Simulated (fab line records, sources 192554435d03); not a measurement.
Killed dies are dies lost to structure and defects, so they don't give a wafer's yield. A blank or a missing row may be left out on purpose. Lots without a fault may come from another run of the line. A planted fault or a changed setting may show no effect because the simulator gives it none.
Chamber matching | flow n5_finfet | N5_BEOL_M5_ETCH_75 on rie_diel-03: 3 sister chambers
The step etches underlayer in N2/H2, target depth 6.5 nm, time 5.2 s. 3 wafers are shown with their chamber, then 6 later ones without.

WAFERS WITH THEIR CHAMBER
wafer  | chamber | drypump_motor_current_A (A)
L091.4 | 0       | 5.2
L091.6 | 2       | 6.0
L092.3 | 3       | 6.5

WAFERS WITHOUT THEIR CHAMBER
wafer  | drypump_motor_current_A (A)
L092.5 | 6.5
L093.1 | 5.2
L093.3 | 6.5
L093.6 | 5.3
L097.2 | 6.5
L097.6 | 5.9

WHICH CHAMBER EACH WENT THROUGH
wafer  | from the rows above | in truth
L092.5 | 3                   | 3
L093.1 | 0                   | 0
L093.3 | 3                   | 3
L093.6 | 0                   | 0
L097.2 | 3                   | 3
L097.6 | 2                   | 2
Placed correctly: 6 of 6. Can't be placed from these rows: 0. Placed wrongly: 0.
How it was worked out, from the rows above alone: a wafer's distance from a chamber is the root of the sum, over the readings, of the square of ((its reading less the chamber's mean) divided by the reading's scatter). The wafer belongs to the nearest chamber; if the next one is less than 2 further off, it can't be placed. A chamber's mean is the mean of its shown wafers. The scatter: with one shown wafer a chamber, the root of the mean of the squares of how far each hidden wafer lies from its nearest shown one.
